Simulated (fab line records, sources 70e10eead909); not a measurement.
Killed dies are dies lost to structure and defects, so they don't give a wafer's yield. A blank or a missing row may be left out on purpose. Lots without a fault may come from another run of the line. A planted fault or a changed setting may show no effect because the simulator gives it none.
fab line records | flow nand_harc
record lots=11 wafers=33 last_day=25
route steps=1159 shown P_M0@267 P_M1@285 END@1159
lots that met no fault: from a run of the same line without faults
start_h: hours from the record's first day to the start of the lot's first wafer shown | wait_h: hours since the lot's step before | " the same as in the row above | L1.1+2: a row that stands for several wafers | - no value, or no start given | * or withheld: withheld | < > ~ a bound
route shown NAME@n: a module of which the file shows steps, and the number in the route of the first | usual: mean/standard deviation of fault-free wafers | same: alike in all rows | chamber/n: place in a boat | sites: the reading at each site | _std_site: their standard deviation | _edge_site: outer sites' mean less inner sites' | radius_mm: how far each site lies from the wafer's centre | mask NAME#n: copy n | behind: the tool/chamber that last shaped the wafer | hold: why the lot was held/for how many hours/how that ended | device: the transistor (n, p or np) that didn't switch | end of line: the same wafers' tests at the end of the route | a step without rows: its recipe alone | killed: dies lost to structure and defects at the first sort, not the wafer's yield | map: a wafer's dies, x killed, . not, _ none there
set.NAME: the setting as run; set.NAME@STEP: as run at that earlier step | model.NAME: the simulator's own value behind a step, which no gauge read
steps of the route over a sample of lots; a table a step, a row a wafer
services: from which hour (start_h, from the record's first day; less than 0 if before it) a tool's chamber was out of use, for how many hours, and why
## steps
# step NHARC_P_M0_ETCH_34
# recipe target_depth_a=400 overetch_a=120 time_s=43.94 ion_energy_ev=200 n2_flow_sccm=150 h2_flow_sccm=150 ar_flow_sccm=0 rf_w=400 bias_w=150 chemistry=N2/H2
# usual drypump_motor_current_A=5.7/0.43 oes_product_au=1.001/0.0083 rf_vpp_V=431.3/2.3 showerhead_plenum_p_Torr=2.07/0.076 throttle_valve_pct=14.172/0.0088
# columns lot.wafer tool chamber start_h wait_h drypump_motor_current_A oes_product_au rf_hours_counter_h rf_vpp_V showerhead_plenum_p_Torr throttle_valve_pct
L238.2 rie_diel-12 2 125.79 0.1 6.0 0.996 5 431.5 2.08 14.168
L238.5 " 3 " " 6.1 0.998 - 427.1 1.91 14.174
L238.6 " 0 " " 6.4 1.020 - 426.6 1.93 14.160
L239.4 rie_diel-02 0 126.26 0.1 5.9 0.978 8 433.0 2.17 14.177
L239.3 " 2 " " 5.2 1.005 11 430.9 2.07 14.183
L239.6 " 1 " " 6.4 1.007 - 430.9 2.08 14.159
L241.1 rie_diel-11 3 129.48 0.1 5.6 0.991 8 427.7 1.97 14.172
L241.2 " 1 " " 5.3 1.002 8 432.3 2.08 14.177
L241.3 " 2 " " 5.0 0.999 7 431.8 2.06 14.171
L240.2 rie_diel-02 2 131.35 0.1 5.1 1.001 11 431.8 2.07 14.173
L240.4 " 3 " " 5.5 0.993 10 432.1 2.11 14.189
L240.1 " 1 " " 6.4 1.004 10 431.4 2.08 14.159
L243.4 rie_diel-02 2 144.87 0.1 5.1 1.012 13 432.5 2.07 14.177
L243.2 " 0 " " 5.9 0.982 9 435.6 2.17 14.174
L243.1 " 1 " " 6.3 0.993 11 431.4 2.08 14.169
L247.4 rie_diel-11 2 170.28 0.1 5.1 0.992 9 430.0 2.06 14.177
L247.6 " 0 " " 5.7 0.998 - 426.2 1.94 14.155
L247.5 " 1 " " 5.3 0.991 - 432.3 2.08 14.191
L253.2 rie_diel-12 2 212.38 0.1 6.0 0.994 0 432.2 2.08 14.181
L253.3 " 0 " " 6.4 0.997 0 428.0 1.93 14.174
L253.5 " 1 " " 5.9 1.013 - 435.9 2.14 14.169
L254.4 rie_diel-02 0 215.74 0.1 6.0 1.001 4 433.3 2.16 14.181
L254.3 " 1 " " 6.4 1.010 4 431.8 2.08 14.168
L254.5 " 0 " " 6.0 1.000 - 433.2 2.16 14.177
L255.2 rie_diel-12 3 220.01 0.1 6.0 1.004 2 425.6 1.91 14.171
L255.1 " 1 " " 5.9 1.000 1 433.3 2.14 14.190
L255.5 " 0 " " 6.4 1.005 - 426.7 1.93 14.162
L258.4 rie_diel-02 0 235.07 0.1 6.0 1.003 5 434.1 2.16 14.162
L258.3 " 1 " " 6.3 0.994 5 431.5 2.08 14.161
L258.5 " 1 " " 6.4 1.001 - 431.0 2.08 14.171
L260.2 rie_diel-11 3 244.89 0.1 5.6 1.020 2 427.5 1.97 14.180
L260.3 " 0 " " 5.7 0.993 2 428.5 1.94 14.162
L260.1 " 1 " " 5.3 0.982 2 430.8 2.08 14.167
# step NHARC_P_M1_DEP_00
# recipe target_thk_a=1825 target_thk_nm=182.5 temp_c=withheld pressure_torr=5 flow_sccm=200 rf_w=600 material=SiOC
# columns lot.wafer tool chamber start_h wait_h
L238.2+5+6 pecvd-02 0,2,1 128.96 -
L239.3+4+6 pecvd-04 0,1,0 129.35 -
L241.3+2+1 pecvd-04 2,0,1 132.42 -
L240.1+2+4 pecvd-03 0,1,2 134.35 -
L243.1+2+4 pecvd-02 2,0,1 147.83 -
L247.6+4+5 pecvd-02 0,1,2 173.42 -
L253.2+3+5 pecvd-03 1,2,1 215.38 -
L254.3+4+5 pecvd-04 2,2,0 218.89 -
L255.1+2+5 pecvd-02 1,0,0 223.02 -
L258.3+4+5 pecvd-02 1,1,0 238.02 -
L260.1+2+3 pecvd-04 1,2,0 247.81 -
# step NHARC_P_M1_INSPECT_11
# usual raw_defect_count=4.0/2.4
# columns lot.wafer tool chamber start_h wait_h raw_defect_count
L238.2 defect_inspect-01 - 129.87 0.0 5
L238.5 " - " " 1
L238.6 " - " " 8
L239.3 defect_inspect-01 - 130.22 0.0 3
L239.4 " - " " 6
L239.6 " - " " 5
L241.1 defect_inspect-02 - 133.26 0.0 4
L241.2 " - " " 3
L241.3 " - " " 4
L240.1 defect_inspect-01 - 135.32 0.0 5
L240.2 " - " " 9
L240.4 " - " " 10
L243.1 defect_inspect-02 - 148.76 0.1 3
L243.2 " - " " 1
L243.4 " - " " 1
L247.4 defect_inspect-01 - 174.26 0.0 1
L247.5 " - " " 4
L247.6 " - " " 4
L253.2 defect_inspect-02 - 216.29 0.0 9
L253.3 " - " " 10
L253.5 " - " " 10
L254.3 defect_inspect-01 - 219.72 0.0 4
L254.4 " - " " 2
L254.5 " - " " 7
L255.1 defect_inspect-02 - 223.98 0.0 280
L255.2 " - " " 264
L255.5 " - " " 261
L258.3 defect_inspect-01 - 238.97 0.0 248
L258.4 " - " " 265
L258.5 " - " " 264
L260.1 defect_inspect-01 - 248.77 0.0 2
L260.2 " - " " 1
L260.3 " - " " 4
# step NHARC_P_M1_ETCH_15
# recipe target_depth_a=1825 time_s=91.2 c4f8_flow_sccm=withheld ar_flow_sccm=400 rf_w=600 bias_w=300 chemistry=C4F8/Ar
# usual oes_product_au=0.955/0.022 rf_vpp_V=440.7/2.3
# columns lot.wafer tool chamber start_h wait_h oes_product_au rf_hours_counter_h rf_vpp_V
L238.2 rie_diel-03 3 - - 0.975 6.3 444.0
L238.6 " 1 " " 0.962 - 437.6
L238.5 " 2 " " 0.966 - 444.1
L239.4 rie_diel-04 3 - - 0.966 0.2 440.1
L239.3 " 0 " " 0.962 0.2 438.2
L239.6 " 2 " " 0.990 - 443.9
L241.1 rie_diel-04 2 - - 0.961 0.3 444.8
L241.2 " 3 " " 0.962 0.3 440.8
L241.3 " 0 " " 0.972 0.3 436.4
L240.4 rie_diel-08 3 - - 0.973 0.0 439.7
L240.1 " 0 " " 0.972 0.0 442.5
L240.2 " 2 " " 0.967 0.0 438.5
L243.1 rie_diel-08 2 - - 0.973 0.6 440.3
L243.2 " 3 " " 0.986 0.6 439.3
L243.4 " 0 " " 0.938 0.6 441.0
L247.4 rie_diel-04 2 - - 0.951 1.4 444.4
L247.5 " 0 " " 0.951 - 437.2
L247.6 " 1 " " 0.967 - 441.7
L253.2 rie_diel-08 0 - - 0.946 4.2 442.1
L253.3 " 1 " " 0.940 4.0 439.2
L253.5 " 0 " " 0.944 - 442.1
L254.3 rie_diel-08 3 - - 0.969 5.4 440.3
L254.4 " 1 " " 0.980 4.3 440.1
L254.5 " 3 " " 0.970 - 439.6
L255.1 rie_diel-04 0 - - 0.957 2.6 438.3
L255.2 " 1 " " 0.963 2.8 441.1
L255.5 " 1 " " 0.974 - 441.5
L258.4 rie_diel-08 3 - - 0.965 6.7 439.9
L258.3 " 1 " " 0.981 5.6 439.4
L258.5 " 3 " " 0.967 - 440.2
L260.1 rie_diel-04 3 - - 0.919 3.3 440.3
L260.2 " 1 " " 0.919 3.5 443.0
L260.3 " 2 " " 0.925 3.5 445.3
# step NHARC_P_M1_ETCH_28
# recipe target_depth_a=300 over_etch_frac=0.3 time_s=72.99 ion_energy_ev=150 cf4_flow_sccm=50 n2_flow_sccm=100 ar_flow_sccm=150 rf_w=300 bias_w=100 chemistry=CF4/N2
# usual cf4_flow_sccm=49.97/0.15 drypump_motor_current_A=5.7/0.4 oes_product_au=1.000/0.009 rf_vpp_V=314.1/2 showerhead_plenum_p_Torr=2.62/0.11 throttle_valve_pct=19.795/0.01
# columns lot.wafer tool chamber start_h wait_h cf4_flow_sccm drypump_motor_current_A oes_product_au rf_hours_counter_h rf_vpp_V showerhead_plenum_p_Torr throttle_valve_pct
L238.2 rie_diel-03 2 - - 50.05 5.4 0.997 6.8 315.6 2.76 19.790
L238.5 " 3 " " 49.98 5.6 0.986 - 316.6 2.75 19.783
L238.6 " 0 " " 49.99 5.1 1.009 - 314.5 2.54 19.805
L239.4 rie_diel-04 3 - - 50.06 5.4 1.015 0.3 315.2 2.63 19.809
L239.3 " 1 " " 50.19 6.3 1.006 0.3 314.8 2.68 19.791
L239.6 " 2 " " 50.00 5.8 1.016 - 314.9 2.74 19.782
L241.3 rie_diel-03 0 - - 50.01 5.1 1.002 5.8 312.2 2.54 19.798
L241.1 " 1 " " 50.05 6.0 1.006 6.4 312.7 2.46 19.811
L241.2 " 2 " " 49.96 5.4 1.002 7.0 315.1 2.76 19.789
L240.2 rie_diel-04 2 - - 49.99 5.8 1.001 0.4 316.1 2.74 19.793
L240.1 " 3 " " 49.76 5.5 0.999 0.4 313.3 2.63 19.808
L240.4 " 0 " " 50.07 5.2 1.002 0.4 311.0 2.47 19.782
L243.4 rie_diel-03 2 - - 50.17 5.5 0.990 8.1 315.9 2.76 19.807
L243.2 " 3 " " 49.82 5.6 0.993 7.6 316.6 2.75 19.800
L243.1 " 0 " " 50.08 5.1 1.021 6.9 312.0 2.54 19.780
L247.4 rie_diel-04 0 - - 49.91 5.2 1.001 1.4 311.3 2.47 19.786
L247.5 " 2 " " 50.00 5.8 1.003 - 315.2 2.74 19.792
L247.6 " 3 " " 50.16 5.5 1.004 - 315.3 2.63 19.796
L253.2 rie_diel-04 0 - - 49.94 5.2 0.998 2.5 310.3 2.47 19.796
L253.3 " 2 " " 49.86 5.8 1.008 2.7 315.5 2.74 19.799
L253.5 " 1 " " 49.83 6.3 0.983 - 315.3 2.68 19.783
L254.3 rie_diel-04 2 - - 49.91 5.8 0.993 2.8 316.1 2.74 19.813
L254.4 " 0 " " 50.01 5.2 0.986 2.6 311.8 2.47 19.808
L254.5 " 3 " " 50.11 5.5 0.994 - 314.5 2.63 19.803
L255.1 rie_diel-03 0 - - 49.89 5.1 0.996 0.1 312.1 2.54 19.779
L255.2 " 2 " " 49.81 5.4 1.013 0.0 317.2 2.75 19.785
L255.5 " 1 " " 49.70 6.0 1.006 - 311.9 2.46 19.795
L258.3 rie_diel-03 0 - - 50.20 5.1 0.996 1.8 313.9 2.54 19.795
L258.4 " 1 " " 49.93 6.0 1.003 1.5 311.9 2.46 19.793
L258.5 " 1 " " 50.03 6.0 1.003 - 309.7 2.46 19.782
L260.3 rie_diel-03 1 - - 50.05 6.0 1.013 1.6 310.1 2.46 19.796
L260.1 " 3 " " 49.91 5.6 1.011 1.7 317.4 2.75 19.783
L260.2 " 0 " " 50.05 5.1 1.000 2.0 313.4 2.54 19.787
# step NHARC_END_SORT_01
# recipe temp_c=25
# usual defect_limited_yield=95.3/1.3 killed_at_array=28/9.1 killed_at_other=0.6/0.87 killed_at_periphery=3.4/2.7 killed_dies=32/9 killed_open=3.2/1.9 killed_short=2.0/1.3 sort_bin_2_pct=1.5/0.57 sort_bin_3_pct=0.26/0.22 sort_bin_4_pct=2.9/0.91 sort_n_pass=645/9 sort_rim_yield_pct=93/3.3 sort_yield_pct=95.3/1.3
# same gross_dies=677 sort_bin_5_pct[%]=0 sort_bin_6_pct[%]=0 sort_bin_7_pct[%]=0 sort_bin_8_pct[%]=0 sort_rim_n_gross=106.00
# columns lot.wafer tool chamber start_h wait_h defect_limited_yield[%] killed_at_array killed_at_other killed_at_periphery killed_dies killed_open killed_short sort_bin_2_pct[%] sort_bin_3_pct[%] sort_bin_4_pct[%] sort_n_pass sort_rim_yield_pct[%] sort_yield_pct[%]
L255.1 prober-02 0 587.97 2.5 84.0 31 1 76 108 5 2 6.5 2.66 6.8 569 89 84.0
L255.2 prober-02 0 588.77 2.8 84.9 28 0 74 102 1 3 6.8 1.33 6.9 575 96 84.9
L255.5 prober-02 0 591.16 3.7 87.1 20 0 67 87 2 4 5.2 2.66 5.0 590 95 87.1
L258.3 prober-02 0 597.37 3.1 86.1 25 1 68 94 3 1 6.2 1.62 6.1 583 89 86.1
L258.4 prober-02 0 598.17 3.4 86.1 24 0 70 94 1 3 6.8 1.48 5.6 583 87 86.1
L258.5 prober-02 0 598.97 3.7 85.7 23 0 74 97 1 1 6.9 1.92 5.5 580 91 85.7
# killed by level:class
L255.1 P_M1:unspecified=72 A_SLIT:chamber_film_flake=17 A_CHANNEL_HOLE_D1:chamber_film_flake=8 A_CONTACT:geometric_particle:open=2 P_STI:chamber_film_flake=2 P_GATE:geometric_particle:open=1 P_M1:geometric_particle:open=1 A_SGD_CUT:geometric_particle:short=1
L255.2 P_M1:unspecified=69 A_SLIT:chamber_film_flake=16 A_CHANNEL_HOLE_D1:chamber_film_flake=6 A_WL_FILL:geometric_particle:short=2 P_CONTACT:chamber_film_flake=2 A_CONTACT:chamber_film_flake=2 P_M1:geometric_particle:short=1 A_CONTACT:geometric_particle:open=1
L255.5 P_M1:unspecified=63 A_SLIT:chamber_film_flake=12 A_WL_FILL:geometric_particle:short=3 P_M1:chamber_film_flake=3 P_CONTACT:geometric_particle:open=1 A_CHANNEL_HOLE_D1:geometric_particle:short=1 A_BLC:geometric_particle:open=1 A_CHANNEL_HOLE_D1:chamber_film_flake=1
L258.3 P_M1:unspecified=65 A_CONTACT:chamber_film_flake=9 A_CHANNEL_HOLE_D1:chamber_film_flake=9 P_BONDPAD:chamber_film_flake=2 A_CHANNEL_FILL_D1:chamber_film_flake=2 A_ONON_D1:geometric_particle:short=1 A_WL_FILL:geometric_particle:open=1 A_CONTACT:geometric_particle:open=1
L258.4 P_M1:unspecified=68 A_CHANNEL_HOLE_D1:chamber_film_flake=13 A_CONTACT:chamber_film_flake=5 A_STAIRCASE:chamber_film_flake=2 P_M0:geometric_particle:short=1 P_M1:geometric_particle:short=1 A_ONON_D1:geometric_particle:open=1 A_ONON_D1:geometric_particle:short=1
L258.5 P_M1:unspecified=72 A_CHANNEL_HOLE_D1:chamber_film_flake=11 A_CONTACT:chamber_film_flake=5 A_CHANNEL_FILL_D1:chamber_film_flake=3 P_GATE:chamber_film_flake=2 A_CHANNEL_FILL_D1:geometric_particle:short=1 A_CONTACT:geometric_particle:open=1 A_STAIRCASE:chamber_film_flake=1
## services
# columns tool chamber start_h hours kind
rie_diel-08 3 104.66 5.9 repair
pecvd-04 0 110.89 3.0 repair
pecvd-03 - 111.12 13.0 pm
rie_diel-04 - 111.90 9.0 pm
rie_diel-04 0 111.90 9.0 vent_cycle
rie_diel-04 1 111.90 9.0 vent_cycle
rie_diel-04 2 111.90 9.0 vent_cycle
rie_diel-04 3 111.90 9.0 vent_cycle
rie_diel-04 0 120.90 - clean
rie_diel-04 1 120.90 - clean
rie_diel-04 2 120.90 - clean
rie_diel-04 3 120.90 - clean
rie_diel-08 - 124.80 9.0 pm
rie_diel-04 0 145.40 - clean
rie_diel-04 1 145.40 - clean
rie_diel-04 2 145.40 - clean
rie_diel-11 2 149.06 7.7 repair
rie_diel-02 - 150.70 9.0 pm
pecvd-02 - 153.00 13.0 pm
rie_diel-11 - 189.50 9.0 pm
pecvd-04 - 195.48 13.0 pm
rie_diel-12 - 202.40 9.0 pm
rie_diel-03 - 215.30 9.0 pm
rie_diel-12 0 228.30 1.2 repair
## key
first_sign step=NHARC_P_M1_INSPECT_11 reading=raw_defect_count direction=up sigmas=99+ usual=4.0 struck=263.7
effect step=NHARC_END_SORT_01 reading=killed_at_periphery direction=up sigmas=25 usual=3.4 struck=71.5
more_kills_born_at NHARC_P_M1_DEP_00@pecvd-02=409
met_at NHARC_P_M1_DEP_00
struck_lots L255,L258
not_acting_at NHARC_P_M0_ETCH_34,NHARC_P_M1_ETCH_15,NHARC_P_M1_ETCH_28
onset_between 173.42 223.02
fault kind=chamber_particle_source tool=pecvd-02 chamber=- onset_h=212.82 steps=NHARC_P_M1_DEP_00 rate_per_visit_cm2=0.41277 end_h=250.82
